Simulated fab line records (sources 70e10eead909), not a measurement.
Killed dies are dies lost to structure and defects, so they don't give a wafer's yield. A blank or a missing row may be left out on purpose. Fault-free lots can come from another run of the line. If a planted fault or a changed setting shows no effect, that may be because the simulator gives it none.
Problem report, 8D (eight disciplines) form, completed by code | flow nand-harc | the parts of the form that need people (team, actions taken, sign-off) are left out

1. WHAT IS WRONG
cd-nm at NHARC_A_CHANNEL_HOLE_D1_CD_MEAS_10 reads a mean of 103.5 nm on 6 wafers of 2 lots; wafers without a fault read 100.1 nm with a standard deviation of 0.48. That puts it +7.2 standard deviations away from the usual mean.
The step: target cd 100 nm.
First seen on wafer L604.1, day 11 13:58, on cd-sem-03. The record has a number at this step for 33 wafers belonging to 11 lots. Rule for "out", or "out of limits": more than 4 standard deviations from the usual mean. The other wafers with a number count as sound.

2. WHAT IT IS, AND WHAT IT ISN'T
question                    | is                     | is not
which readings at this step | cd-nm                  | -
which lots                  | L604, L608             | L593, L595, L598, L599, L600, L601, L605, L612, L615
which wafers of those lots  | all that have a number | -
read on which gauges        | cd-sem-02, cd-sem-03   | cd-sem-01
when                        | from day 11 13:58      | up to then (21 sound wafers); but 6 sound wafers of L612, L615 came after

3. WHAT RULES OUT EACH SUSPECT
Counting: a tool at any process step up to the reading remains a suspect when it ran all the lots that are out and ran no sound lot after the first of those.
- the gauge at NHARC_A_CHANNEL_HOLE_D1_CD_MEAS_10 has been ruled out. The wafers that are out were read on 2 gauges (cd-sem-02, cd-sem-03).
- pecvd-03 at NHARC_A_ONON_D1_DEP_33 (deposits SiO2, target thk 200 nm): ruled out as a lasting fault. Following L604 (day 11 10:27), the first lot on it that is out, the sound lots L612 were run on it.
- litho-track-06 at NHARC_A_CHANNEL_HOLE_D1_PEB_08 (peb time 65 s): kept. All lots that are out passed through it, beginning with L604 at day 11 13:53, and no sound lot followed; its final sound lot before that point was L605 at day 11 06:13. Its own heater-power-total-W, plate-temp-C readings are out on those wafers.
The count leaves litho-track-06 at NHARC_A_CHANNEL_HOLE_D1_PEB_08.

4. THE CAUSE (what the simulator had put in)
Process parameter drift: litho-track-06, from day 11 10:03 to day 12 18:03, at NHARC_A_CHANNEL_HOLE_D1_PEB_08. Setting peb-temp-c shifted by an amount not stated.
The count eliminated every tool but this one.

5. SEQUENCE OF EFFECTS, ordered by route
One row per reading whose mean, taken over the struck wafers that have a number, lies over 3 standard deviations from the usual. Readings are gone through only where the record gives a usual standard deviation; hours: the median, over the lots, of the time from a lot's start at the first step in this table giving one to that lot's start at this step; sigmas: the change measured in usual standard deviations.
hours | step                               | reading              | usual    | on struck wafers | change | sigmas
0     | NHARC_A_CHANNEL_HOLE_D1_PEB_08     | heater-power-total-W | 156.6 W  | 160.1            | +3.5   | +7.8
0     | NHARC_A_CHANNEL_HOLE_D1_PEB_08     | plate-temp-C         | 100.00 C | 101.49           | +1.49  | +12
0     | NHARC_A_CHANNEL_HOLE_D1_CD_MEAS_10 | cd-nm                | 100.1 nm | 103.5            | +3.5   | +7.2
7     | NHARC_A_CHANNEL_HOLE_D1_CD_MEAS_30 | cd-nm                | 89.9 nm  | 93.6             | +3.7   | +3.4
Process steps it contains:
- NHARC_A_CHANNEL_HOLE_D1_PEB_08: peb time 65 s.
At these later measuring or inspecting steps, every struck wafer for which the step has a row has a number for every such reading, and none has moved that far: NHARC_A_CHANNEL_HOLE_D1_CD_MEAS_18, NHARC_END_SORT_01.

6. HOW IT WOULD HAVE BEEN CAUGHT EARLIER
The first out-of-limits reading at a measuring or inspecting step in this record came at day 11 13:58, 4 hours after the fault's start at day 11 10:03.
The tool's own readings at NHARC_A_CHANNEL_HOLE_D1_PEB_08 were out on every struck wafer that the step has a row for (heater-power-total-W, plate-temp-C): an alarm limit on them would have fired on the first of those.
Among the 2 lots that are out, L608 began NHARC_A_CHANNEL_HOLE_D1_PEB_08 on litho-track-06 after day 11 13:58. Had the tool been put on hold then, it would have been spared.
